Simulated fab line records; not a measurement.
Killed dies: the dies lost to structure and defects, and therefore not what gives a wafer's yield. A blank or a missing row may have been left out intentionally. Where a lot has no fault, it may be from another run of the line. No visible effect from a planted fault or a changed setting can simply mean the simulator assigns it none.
fab line records ; flow n5_finfet ; part 1 of 2: steps 1 to 19 of 30
[record] lots = 5; wafers = 15; last_day = 16
route steps=1938 shown GATE_CUT@499 MOL_CONTACT_COAG@517
lots that met no fault: from a run of the same line without faults
start_h: hours from the record's first day to the start of the lot's first wafer shown ; wait_h: how many hours have passed since the lot's step before this one ; " same as the row above ; L1.1+2: one row covering several wafers at once ; - no value present, or no start provided ; * or withheld: withheld ; < > ~ a bound
route shown NAME@n: NAME is a module with steps in the file, n the number in the route of the first one ; usual: mean and standard deviation over wafers with no fault ; same: alike in all rows ; chamber/n: place in a boat ; sites: the reading at each site ; _std_site: standard deviation across them ; _edge_site: inner sites' mean taken away from outer sites' mean ; radius_mm: for every site, how far away it sits from the centre of the wafer ; mask NAME#n: copy n ; behind: the tool/chamber that last shaped the wafer ; hold: why the lot went on hold/how many hours it stayed there/how the hold came to an end ; device: the n, p or np transistor that did not switch ; end of line: the same wafers' tests at the end of the route ; step lacking rows: just its recipe ; killed: count of dies lost to structure and defects at first sort (not the wafer's yield) ; map: dies across one wafer; x = killed, . = not, _ = none there
set.NAME: the run value of the setting; set.NAME@STEP: its run value at that earlier step ; model.NAME: the simulator's own value behind a step, which no gauge read
certain route steps with their lots: each step a table, each wafer a row
services: from which hour (start_h, from the record's first day; less than 0 if before it) a tool's chamber was out of use, for how many hours, and why
[[steps]]
[step N5_GATE_CUT_ETCH_19]
[recipe] chemistry = CH3F/O2; target = SiNx; mask_material = SiO2; target_depth_a = 537; time_s = 76.7; pressure_mtorr = 30; source_w = 395; bias_w = 73; Ar_flow_sccm = 150; CH3F_flow_sccm = 30; O2_flow_sccm = 20; ion_energy_ev = 120; ends = cleared
[usual] O2_flow_sccm = 19.99/0.058; drypump_motor_current_A = 5.9/0.48; etch_rf_on_time_s = 76.8/1.1; oes_product_au = 0.63/0.04; rf_vpp_V = 298/3.2; showerhead_plenum_p_Torr = 1.99/0.071; throttle_valve_pct = 16.40/0.16
lot.wafer;tool;chamber;start_h;wait_h;O2_flow_sccm;drypump_motor_current_A;etch_rf_on_time_s;oes_product_au;rf_hours_counter_h;rf_vpp_V;showerhead_plenum_p_Torr;throttle_valve_pct
L074.4;rie_diel-03;0;84.42;0.0;19.93;5.9;76.3;0.60;209;296;1.91;16.51
L074.5;rie_diel-03;0;84.42;0.0;20.00;5.9;75.6;0.61;-;298;1.91;16.51
L074.6;rie_diel-03;1;84.42;0.0;19.99;6.5;76.6;0.63;-;297;1.99;16.37
L077.2;rie_diel-03;0;101.26;0.0;19.93;5.9;75.6;0.60;213;300;1.91;16.54
L077.4;rie_diel-03;3;101.26;0.0;20.03;5.3;77.2;0.64;150;295;1.92;16.48
L077.6;rie_diel-03;2;101.26;0.0;20.02;5.3;76.8;0.63;-;295;1.99;16.14
L081.2;rie_diel-04;1;125.44;0.0;20.01;6.0;77.2;0.63;143;296;2.09;16.37
L081.4;rie_diel-04;1;125.44;0.0;19.99;6.0;76.5;0.63;-;295;2.09;16.36
L081.6;rie_diel-04;3;125.44;0.0;19.95;5.9;75.7;0.62;-;304;2.09;16.35
L087.1;rie_diel-04;0;162.74;0.0;19.94;6.3;75.6;0.62;208;302;1.90;16.70
L087.4;rie_diel-04;3;162.74;0.0;19.90;6.0;76.4;0.62;172;303;2.09;16.39
L087.6;rie_diel-04;1;162.74;0.0;19.97;6.0;77.8;0.61;-;295;2.08;16.39
L093.1;rie_diel-03;1;199.96;0.0;20.03;6.5;77.2;0.61;187;296;1.98;16.45
L093.2;rie_diel-03;0;199.96;0.0;20.06;5.9;76.2;0.58;242;299;1.90;16.58
L093.4;rie_diel-03;2;199.96;0.0;19.92;5.3;77.8;0.61;-;295;1.98;16.18
[step N5_GATE_CUT_CUT_ETCH_53]
[recipe] chemistry = SF6/Cl2; target = W; mask_material = SiO2; target_depth_a = 792; pressure_mtorr = 8; icp_w = 900; bias_w = 80; SF6_flow_sccm = 40; Cl2_flow_sccm = 60; ends = cleared
[usual] SF6_flow_sccm = 40.01/0.13; drypump_motor_current_A = 5.5/0.39; etch_rf_on_time_s = 26.0/0.47; oes_product_au = 0.70/0.1; throttle_valve_pct = 28.89/0.22
lot.wafer;tool;chamber;start_h;wait_h;SF6_flow_sccm;drypump_motor_current_A;etch_rf_on_time_s;oes_product_au;rf_hours_counter_h;throttle_valve_pct
L074.4;rie_metal-02;0;84.55;0.1;39.67;6.0;26.6;0.55;-;29.21
L074.5;rie_metal-02;1;84.55;0.1;40.25;5.1;26.0;0.78;-;28.74
L074.6;rie_metal-02;0;84.55;0.1;39.74;6.0;26.5;0.55;-;29.22
L077.2;rie_metal-01;1;101.36;0.1;39.97;5.2;26.8;0.83;6;28.74
L077.4;rie_metal-01;0;101.36;0.1;40.04;5.3;25.2;0.71;-;28.85
L077.6;rie_metal-01;1;101.36;0.1;40.01;5.2;26.8;0.83;-;28.75
L081.2;rie_metal-03;1;125.54;0.1;40.12;6.2;25.9;0.55;139;29.15
L081.4;rie_metal-03;0;125.54;0.1;40.03;5.4;25.1;0.67;-;28.99
L081.6;rie_metal-03;1;125.54;0.1;40.07;6.2;25.9;0.55;-;29.17
L087.1;rie_metal-01;1;162.85;0.1;40.15;5.2;26.8;0.80;11;28.76
L087.4;rie_metal-01;1;162.85;0.1;40.01;5.2;26.6;0.80;-;28.76
L087.6;rie_metal-01;0;162.85;0.1;40.13;5.3;25.8;0.69;-;28.84
L093.1;rie_metal-02;1;200.07;0.1;39.92;5.1;26.1;0.74;21;28.75
L093.2;rie_metal-02;1;200.07;0.1;39.84;5.2;25.9;0.74;-;28.74
L093.4;rie_metal-02;1;200.07;0.1;39.85;5.1;26.1;0.74;-;28.75
[step N5_GATE_CUT_CUT_ETCH_54]
[recipe] chemistry = Cl2/BCl3; target = TiN; mask_material = SiO2; target_depth_a = 967; pressure_mtorr = 10; icp_w = 1000; bias_w = 126; Cl2_flow_sccm = 53.25; bcl3_flow_sccm = 21.75; Ar_flow_sccm = 25; ends = cleared
[usual] drypump_motor_current_A = 5.5/0.39; etch_rf_on_time_s = 36.3/0.65; oes_product_au = 0.70/0.1; throttle_valve_pct = 22.24/0.17
lot.wafer;tool;chamber;start_h;wait_h;drypump_motor_current_A;etch_rf_on_time_s;oes_product_au;rf_hours_counter_h;throttle_valve_pct
L074.4;rie_metal-02;0;84.61;0.0;6.0;37.0;0.55;-;22.47
L074.5;rie_metal-02;1;84.61;0.0;5.1;36.3;0.79;-;22.05
L074.6;rie_metal-02;0;84.61;0.0;6.0;36.8;0.55;-;22.48
L077.2;rie_metal-01;1;101.42;0.0;5.2;37.5;0.82;6;22.16
L077.4;rie_metal-01;0;101.42;0.0;5.3;35.8;0.71;-;22.33
L077.6;rie_metal-01;1;101.42;0.0;5.2;37.6;0.82;-;22.16
L081.2;rie_metal-03;1;125.60;0.0;6.2;36.6;0.54;139;22.54
L081.4;rie_metal-03;0;125.60;0.0;5.4;35.2;0.66;-;22.28
L081.6;rie_metal-03;1;125.60;0.0;6.2;36.6;0.55;-;22.54
L087.1;rie_metal-01;1;162.91;0.0;5.2;37.0;0.80;11;22.16
L087.4;rie_metal-01;1;162.91;0.0;5.2;37.1;0.80;-;22.15
L087.6;rie_metal-01;0;162.91;0.0;5.3;35.6;0.69;-;22.35
L093.1;rie_metal-02;1;200.19;0.1;5.1;36.4;0.75;21;22.06
L093.2;rie_metal-02;1;200.19;0.1;5.1;36.5;0.74;-;22.08
L093.4;rie_metal-02;1;200.19;0.1;5.1;36.6;0.73;-;22.08
[step N5_GATE_CUT_CUT_ETCH_55]
[recipe] chemistry = BCl3; target = HfO2; mask_material = SiO2; target_depth_a = 32; ion_energy_ev = 30; pressure_mtorr = 5; icp_w = 450; bias_w = 18; bcl3_flow_sccm = 80
[usual] drypump_motor_current_A = 5.5/0.39; oes_product_au = 0.77/0.11; throttle_valve_pct = 32.9/0.31
lot.wafer;tool;chamber;start_h;wait_h;drypump_motor_current_A;oes_product_au;rf_hours_counter_h;throttle_valve_pct
L074.4;rie_metal-02;0;84.66;0.0;6.0;0.61;-;33.4
L074.5;rie_metal-02;1;84.66;0.0;5.1;0.86;-;32.8
L074.6;rie_metal-02;0;84.66;0.0;6.0;0.61;-;33.4
L077.2;rie_metal-01;1;101.48;0.0;5.2;0.93;6;32.7
L077.4;rie_metal-01;0;101.48;0.0;5.3;0.78;-;32.7
L077.6;rie_metal-01;1;101.48;0.0;5.2;0.92;-;32.7
L081.2;rie_metal-03;1;125.66;0.0;6.2;0.60;139;33.5
L081.4;rie_metal-03;0;125.66;0.0;5.4;0.72;-;33.1
L081.6;rie_metal-03;1;125.66;0.0;6.2;0.60;-;33.5
L087.1;rie_metal-01;1;162.97;0.0;5.2;0.89;11;32.7
L087.4;rie_metal-01;1;162.97;0.0;5.2;0.89;-;32.7
L087.6;rie_metal-01;0;162.97;0.0;5.3;0.76;-;32.7
L093.1;rie_metal-02;1;200.31;0.1;5.2;0.81;21;32.9
L093.2;rie_metal-02;1;200.31;0.1;5.2;0.82;-;32.9
L093.4;rie_metal-02;1;200.31;0.1;5.2;0.81;-;32.9
[step N5_GATE_CUT_ETCH_47]
[recipe] chemistry = Cl2/BCl3; target = SiO2; target_depth_a = 100; pressure_mtorr = 10; icp_w = 1000; bias_w = 126; Cl2_flow_sccm = 53.25; bcl3_flow_sccm = 21.75; Ar_flow_sccm = 25
[usual] drypump_motor_current_A = 5.5/0.39; oes_product_au = 0.77/0.11; throttle_valve_pct = 22.78/0.17
lot.wafer;tool;chamber;start_h;wait_h;drypump_motor_current_A;oes_product_au;rf_hours_counter_h;throttle_valve_pct
L074.4;rie_metal-02;0;84.69;0.0;6.0;0.62;-;23.02
L074.5;rie_metal-02;1;84.69;0.0;5.1;0.87;-;22.58
L074.6;rie_metal-02;0;84.69;0.0;6.0;0.61;-;23.01
L077.2;rie_metal-01;1;101.51;0.0;5.2;0.92;6;22.66
L077.4;rie_metal-01;0;101.51;0.0;5.3;0.78;-;22.88
L077.6;rie_metal-01;1;101.51;0.0;5.2;0.92;-;22.67
L081.2;rie_metal-03;1;125.69;0.0;6.2;0.60;139;23.07
L081.4;rie_metal-03;0;125.69;0.0;5.4;0.72;-;22.82
L081.6;rie_metal-03;1;125.69;0.0;6.2;0.60;-;23.09
L087.1;rie_metal-01;1;163.00;0.0;5.2;0.89;11;22.67
L087.4;rie_metal-01;1;163.00;0.0;5.2;0.89;-;22.70
L087.6;rie_metal-01;0;163.00;0.0;5.2;0.76;-;22.89
L093.1;rie_metal-02;1;200.37;0.1;5.1;0.82;21;22.60
L093.2;rie_metal-02;1;200.37;0.1;5.1;0.81;-;22.62
L093.4;rie_metal-02;1;200.37;0.1;5.1;0.82;-;22.60
[step N5_GATE_CUT_VAPOR_ETCH_48]
[recipe] chemistry = BCl3/Cl2; target = TiN; mode = isotropic
[usual] drypump_motor_current_A = 5.5/0.39; oes_product_au = 0.77/0.11
lot.wafer;tool;chamber;start_h;wait_h;drypump_motor_current_A;oes_product_au
L074.4;rie_metal-02;0;84.72;0.0;6.0;0.61
L074.5;rie_metal-02;1;84.72;0.0;5.2;0.88
L074.6;rie_metal-02;0;84.72;0.0;6.0;0.61
L077.2;rie_metal-01;1;101.54;0.0;5.2;0.92
L077.4;rie_metal-01;0;101.54;0.0;5.3;0.78
L077.6;rie_metal-01;1;101.54;0.0;5.2;0.92
L081.2;rie_metal-03;1;125.72;0.0;6.2;0.60
L081.4;rie_metal-03;0;125.72;0.0;5.4;0.73
L081.6;rie_metal-03;1;125.72;0.0;6.2;0.60
L087.1;rie_metal-01;1;163.03;0.0;5.2;0.90
L087.4;rie_metal-01;1;163.03;0.0;5.2;0.90
L087.6;rie_metal-01;0;163.03;0.0;5.3;0.76
L093.1;rie_metal-02;1;200.43;0.1;5.2;0.82
L093.2;rie_metal-02;1;200.43;0.1;5.1;0.81
L093.4;rie_metal-02;1;200.43;0.1;5.1;0.81
[step N5_GATE_CUT_VAPOR_ETCH_49]
[recipe] chemistry = BCl3/Cl2; target = TiAlC; mode = isotropic
[usual] drypump_motor_current_A = 5.5/0.39; oes_product_au = 0.77/0.11
lot.wafer;tool;chamber;start_h;wait_h;drypump_motor_current_A;oes_product_au
L074.4;rie_metal-02;0;84.75;0.0;6.0;0.61
L074.5;rie_metal-02;1;84.75;0.0;5.2;0.87
L074.6;rie_metal-02;0;84.75;0.0;6.0;0.61
L077.2;rie_metal-01;1;101.57;0.0;5.2;0.93
L077.4;rie_metal-01;0;101.57;0.0;5.3;0.79
L077.6;rie_metal-01;1;101.57;0.0;5.2;0.92
L081.2;rie_metal-03;1;125.75;0.0;6.2;0.60
L081.4;rie_metal-03;0;125.75;0.0;5.4;0.73
L081.6;rie_metal-03;1;125.75;0.0;6.2;0.60
L087.1;rie_metal-01;1;163.06;0.0;5.2;0.89
L087.4;rie_metal-01;1;163.06;0.0;5.2;0.89
L087.6;rie_metal-01;0;163.06;0.0;5.3;0.76
L093.1;rie_metal-02;1;200.49;0.1;5.2;0.81
L093.2;rie_metal-02;1;200.49;0.1;5.2;0.82
L093.4;rie_metal-02;1;200.49;0.1;5.1;0.83
[step N5_GATE_CUT_VAPOR_ETCH_51]
[recipe] chemistry = BCl3/Cl2; target = HfO2; mode = isotropic
[usual] drypump_motor_current_A = 5.5/0.39; oes_product_au = 0.77/0.11
lot.wafer;tool;chamber;start_h;wait_h;drypump_motor_current_A;oes_product_au
L074.4;rie_metal-02;0;84.78;0.0;6.0;0.61
L074.5;rie_metal-02;1;84.78;0.0;5.2;0.88
L074.6;rie_metal-02;0;84.78;0.0;6.0;0.61
L077.2;rie_metal-01;1;101.60;0.0;5.2;0.93
L077.4;rie_metal-01;0;101.60;0.0;5.3;0.79
L077.6;rie_metal-01;1;101.60;0.0;5.2;0.92
L081.2;rie_metal-03;1;125.78;0.0;6.2;0.61
L081.4;rie_metal-03;0;125.78;0.0;5.4;0.72
L081.6;rie_metal-03;1;125.78;0.0;6.2;0.60
L087.1;rie_metal-01;1;163.09;0.0;5.2;0.90
L087.4;rie_metal-01;1;163.09;0.0;5.2;0.90
L087.6;rie_metal-01;0;163.09;0.0;5.3;0.76
L093.1;rie_metal-02;1;200.55;0.1;5.1;0.83
L093.2;rie_metal-02;1;200.55;0.1;5.1;0.83
L093.4;rie_metal-02;1;200.55;0.1;5.1;0.82
[step N5_GATE_CUT_STRIP_21]
[recipe] chemistry = N2/H2; time_s = 30; power_w = 1000; temp_c = 250; pressure_mtorr = withheld; n2_flow_sccm = 1750; h2_flow_sccm = 3250
[usual] drypump_motor_current_A = 5.8/0.38; heater_power_w = 336/27
lot.wafer;tool;chamber;start_h;wait_h;drypump_motor_current_A;heater_power_w;rf_hours_counter_h
L074.4;plasma_asher-01;1;84.84;0.1;6.0;298;-
L074.5;plasma_asher-01;1;84.84;0.1;6.0;295;-
L074.6;plasma_asher-01;0;84.84;0.1;5.3;369;-
L077.2;plasma_asher-01;0;101.65;0.0;5.3;360;88
L077.4;plasma_asher-01;0;101.65;0.0;5.3;359;-
L077.6;plasma_asher-01;0;101.65;0.0;5.2;368;-
L081.2;plasma_asher-01;1;125.83;0.0;6.0;305;92
L081.4;plasma_asher-01;0;125.83;0.0;5.2;359;-
L081.6;plasma_asher-01;0;125.83;0.0;5.3;367;-
L087.1;plasma_asher-01;1;163.15;0.1;6.0;298;101
L087.4;plasma_asher-01;1;163.15;0.1;6.0;298;-
L087.6;plasma_asher-01;0;163.15;0.1;5.2;364;-
L093.1;plasma_asher-01;0;200.63;0.1;5.2;374;109
L093.2;plasma_asher-01;1;200.63;0.1;6.0;298;109
L093.4;plasma_asher-01;0;200.63;0.1;5.2;366;-
[step N5_GATE_CUT_STRIP_29]
[recipe] chemistry = post_etch_residue_remover; time_s = 60; temp_c = 25; remover_ph = withheld; remover_water_wt_pct = withheld; remover_fluoride_wt_pct = withheld
lot.wafer;tool;chamber;start_h;wait_h
L074.4+5+6;wet_bench-04;4,3,1;84.90;0.0
L077.2+4+6;wet_bench-01;0,1,7;101.74;0.1
L081.2+4+6;wet_bench-06;1,7,4;125.92;0.1
L087.1+4+6;wet_bench-04;7,2,4;163.24;0.1
L093.1+2+4;wet_bench-04;2,0,1;200.72;0.1
[step N5_GATE_CUT_SRD_52]
[recipe] dry = ipa_marangoni; time_s = 30; temp_c = 23; rinse_liquid = diw
lot.wafer;tool;chamber;start_h;wait_h
L074.4+5+6;wet_bench-04;4,3,1;84.92;0.0
L077.2+4+6;wet_bench-01;0,1,7;101.76;0.0
L081.2+4+6;wet_bench-06;1,7,4;125.94;0.0
L087.1+4+6;wet_bench-04;7,2,4;163.26;0.0
L093.1+2+4;wet_bench-04;2,0,1;200.74;0.0
[step N5_GATE_CUT_ALD_22]
[recipe] material = SiNx; target_thk_a = 160; temp_c = 400; ald_precursor_family = SiH2I2; ald_co_reactant = N2/H2-plasma; pulse_time_s = 1; ald_cycles = 320; purge_time_s = 2; co_reactant_purge_time_s = 2; pressure_torr = 2
[usual] heater_power_outer_w = 551/72; heater_power_w = 872/100; precursor_pulse_height_rel = 1.001/0.021; susceptor_temp_C = 400.01/0.21
lot.wafer;tool;chamber;start_h;wait_h;heater_power_outer_w;heater_power_w;precursor_pulse_height_rel;susceptor_temp_C
L074.4;ald_sin-01;2;84.97;0.0;515;807;1.033;400.03
L074.5;ald_sin-01;0;84.97;0.0;441;810;0.976;399.86
L074.6;ald_sin-01;1;84.97;0.0;511;801;1.013;399.81
L077.2;ald_sin-01;0;101.81;0.0;432;802;0.997;400.32
L077.4;ald_sin-01;3;101.81;0.0;588;957;0.995;399.87
L077.6;ald_sin-01;3;101.81;0.0;582;980;1.006;399.53
L081.2;ald_sin-04;1;126.07;0.1;534;880;1.020;400.11
L081.4;ald_sin-04;3;126.07;0.1;451;690;1.018;400.04
L081.6;ald_sin-04;1;126.07;0.1;535;847;0.984;399.83
L087.1;ald_sin-03;3;163.31;0.0;570;908;0.977;400.01
L087.4;ald_sin-03;2;163.31;0.0;569;889;0.996;400.05
L087.6;ald_sin-03;0;163.31;0.0;584;946;0.980;400.35
L093.1;ald_sin-03;1;200.79;0.0;623;990;1.009;400.19
L093.2;ald_sin-03;0;200.79;0.0;587;921;0.995;400.18
L093.4;ald_sin-03;2;200.79;0.0;564;878;0.981;400.14
[step N5_GATE_CUT_CMP_23]
[recipe] stop_on = SiO2; t_overpolish_s = 23.4; post_cmp_clean = alkaline_brush; down_force_psi = 2.5; platen_rpm = 51.8; pad_velocity_m_s = 1.0307; target_thk_nm = 16
[usual] head_pressure_psi = 2.500/0.0057; motor_current_A = 9.1/1; overpolish_run_s = 23.399/0.0095; time_to_endpoint_s = 18.5/2.4
lot.wafer;tool;chamber;start_h;wait_h;head_pressure_psi;motor_current_A;overpolish_run_s;time_to_endpoint_s
L074.4;cmp-03;2;86.46;0.8;2.507;9.0;23.394;17.2
L074.6;cmp-03;2;86.46;0.8;2.499;8.8;23.392;16.9
L074.5;cmp-03;3;86.46;0.8;2.505;8.2;23.406;14.2
L077.2;cmp-03;2;103.30;0.8;2.507;9.0;23.404;19.9
L077.4;cmp-03;0;103.30;0.8;2.501;10.2;23.416;14.9
L077.6;cmp-03;3;103.30;0.8;2.497;8.2;23.405;15.5
L081.4;cmp-01;3;127.56;0.8;2.489;8.9;23.398;21.5
L081.2;cmp-01;1;127.56;0.8;2.509;9.2;23.402;14.8
L081.6;cmp-01;3;127.56;0.8;2.491;9.2;23.394;21.9
L087.1;cmp-03;1;164.80;0.8;2.504;8.4;23.406;22.3
L087.4;cmp-03;0;164.80;0.8;2.497;10.3;23.389;19.3
L087.6;cmp-03;2;164.80;0.8;2.497;8.9;23.386;16.9
L093.2;cmp-04;1;202.28;0.8;2.498;7.1;23.406;15.1
L093.4;cmp-04;2;202.28;0.8;2.494;9.1;23.404;19.5
L093.1;cmp-04;3;202.28;0.8;2.499;8.8;23.400;24.0
[step N5_GATE_CUT_THK_MEAS_24]
[recipe] reads = SiO2_of_GATE_CUT_HM_DEP_46+SiO2_flowable_of_ILD0_FCVD_FILL_01
[usual] GC_FILL_THK = 220.1/2.1
lot.wafer;tool;chamber;start_h;wait_h;GC_FILL_THK[nm]
L074.4;film_metro-01;-;86.76;-;219.2
L074.5;film_metro-01;-;86.76;-;218.8
L074.6;film_metro-01;-;86.76;-;220.4
L077.2;film_metro-02;-;103.59;-;220.0
L077.4;film_metro-02;-;103.59;-;219.6
L077.6;film_metro-02;-;103.59;-;216.5
L081.2;film_metro-01;-;127.86;-;215.1
L081.4;film_metro-01;-;127.86;-;221.0
L081.6;film_metro-01;-;127.86;-;218.8
L087.1;film_metro-01;-;165.09;-;219.6
L087.4;film_metro-01;-;165.09;-;223.2
L087.6;film_metro-01;-;165.09;-;219.5
L093.1;film_metro-02;-;202.57;-;219.8
L093.2;film_metro-02;-;202.57;-;219.1
L093.4;film_metro-02;-;202.57;-;224.0
[step N5_GATE_CUT_CMP_43]
[recipe] material = SiO2; post_cmp_clean = rinse_only
[usual] motor_current_A = 12.3/1.3
lot.wafer;tool;chamber;start_h;wait_h;motor_current_A
L074.4;cmp-04;2;87.03;0.3;11.5
L074.6;cmp-04;3;87.03;0.3;11.8
L074.5;cmp-04;0;87.03;0.3;12.1
L077.2;cmp-03;2;103.62;0.0;11.9
L077.4;cmp-03;0;103.62;0.0;13.4
L077.6;cmp-03;3;103.62;0.0;10.7
L081.4;cmp-01;2;127.89;0.0;12.0
L081.2;cmp-01;0;127.89;0.0;14.4
L081.6;cmp-01;3;127.89;0.0;12.2
L087.1;cmp-01;1;165.28;0.2;13.4
L087.4;cmp-01;2;165.28;0.2;11.4
L087.6;cmp-01;3;165.28;0.2;12.3
L093.2;cmp-04;3;202.60;0.0;11.8
L093.4;cmp-04;1;202.60;0.0;9.2
L093.1;cmp-04;2;202.60;0.0;11.7
[step N5_GATE_CUT_CMP_61]
[recipe] stop_on = SiNx; t_overpolish_s = 3; post_cmp_clean = alkaline_brush; down_force_psi = 4; platen_rpm = 27.09; pad_velocity_m_s = 0.539
[usual] head_pressure_psi = 4.000/0.0091; motor_current_A = 12.3/1.4
lot.wafer;tool;chamber;start_h;wait_h;head_pressure_psi;motor_current_A
L074.4;cmp-04;2;87.36;0.2;3.990;11.5
L074.6;cmp-04;3;87.36;0.2;3.992;12.2
L074.5;cmp-04;0;87.36;0.2;4.009;11.4
L077.2;cmp-03;2;104.10;0.4;3.992;11.7
L077.4;cmp-03;0;104.10;0.4;3.993;14.2
L077.6;cmp-03;3;104.10;0.4;3.998;11.1
L081.4;cmp-01;2;128.37;0.4;4.001;12.0
L081.2;cmp-01;0;128.37;0.4;4.006;14.8
L081.6;cmp-01;3;128.37;0.4;3.989;12.8
L087.1;cmp-01;1;165.66;0.3;4.009;13.8
L087.4;cmp-01;2;165.66;0.3;4.000;12.1
L087.6;cmp-01;3;165.66;0.3;3.996;11.3
L093.2;cmp-04;3;203.08;0.4;4.004;11.7
L093.4;cmp-04;1;203.08;0.4;4.013;9.9
L093.1;cmp-04;2;203.08;0.4;3.987;11.9
[step N5_GATE_CUT_INSPECT_26]
[recipe] inspect_instrument = darkfield; mode = post_cmp
[usual] raw_defect_count = 36/16
lot.wafer;tool;chamber;start_h;wait_h;raw_defect_count
L074.4;defect_inspect-01;-;87.50;0.0;28
L074.5;defect_inspect-01;-;87.50;0.0;102
L074.6;defect_inspect-01;-;87.50;0.0;29
L077.2;defect_inspect-01;-;104.33;0.0;25
L077.4;defect_inspect-01;-;104.33;0.0;18
L077.6;defect_inspect-01;-;104.33;0.0;37
L081.2;defect_inspect-01;-;128.60;0.0;29
L081.4;defect_inspect-01;-;128.60;0.0;38
L081.6;defect_inspect-01;-;128.60;0.0;28
L087.1;defect_inspect-02;-;165.83;0.0;28
L087.4;defect_inspect-02;-;165.83;0.0;23
L087.6;defect_inspect-02;-;165.83;0.0;31
L093.1;defect_inspect-01;-;203.31;0.0;29
L093.2;defect_inspect-01;-;203.31;0.0;25
L093.4;defect_inspect-01;-;203.31;0.0;25
[step N5_MOL_CONTACT_COAG_COAT_103]
[recipe] resist = SOC; temp_c = 250; time_s = 60; spin_rpm = 1500; resist_thk_nm = 80
[usual] dispense_pressure_kPa = 52.2/1.5
lot.wafer;tool;chamber;start_h;wait_h;dispense_pressure_kPa
L074.4;litho_track-02;0;87.53;0.0;52.6
L074.5;litho_track-02;0;87.53;0.0;52.6
L074.6;litho_track-02;0;87.53;0.0;52.6
L077.2;litho_track-03;0;104.36;0.0;54.4
L077.4;litho_track-03;0;104.36;0.0;54.4
L077.6;litho_track-03;0;104.36;0.0;54.4
L081.2;litho_track-01;0;128.63;0.0;50.3
L081.4;litho_track-01;0;128.63;0.0;50.3
L081.6;litho_track-01;0;128.63;0.0;50.3
L087.1;litho_track-02;0;165.86;0.0;52.5
L087.4;litho_track-02;0;165.86;0.0;52.5
L087.6;litho_track-02;0;165.86;0.0;52.6
L093.1;litho_track-03;0;203.34;0.0;54.3
L093.2;litho_track-03;0;203.34;0.0;54.3
L093.4;litho_track-03;0;203.34;0.0;54.3
[step N5_MOL_CONTACT_COAG_COAT_104]
[recipe] resist = SiARC; temp_c = 220; time_s = 60; spin_rpm = 1500; resist_thk_nm = 12
[usual] dispense_pressure_kPa = 52.2/1.5
lot.wafer;tool;chamber;start_h;wait_h;dispense_pressure_kPa
L074.4;litho_track-02;0;-;-;52.5
L074.5;litho_track-02;0;-;-;52.6
L074.6;litho_track-02;0;-;-;52.6
L077.2;litho_track-03;0;-;-;54.3
L077.4;litho_track-03;0;-;-;54.3
L077.6;litho_track-03;0;-;-;54.3
L081.2;litho_track-01;0;-;-;50.3
L081.4;litho_track-01;0;-;-;50.3
L081.6;litho_track-01;0;-;-;50.3
L087.1;litho_track-02;0;-;-;52.6
L087.4;litho_track-02;0;-;-;52.6
L087.6;litho_track-02;0;-;-;52.6
L093.1;litho_track-03;0;-;-;54.3
L093.2;litho_track-03;0;-;-;54.3
L093.4;litho_track-03;0;-;-;54.3
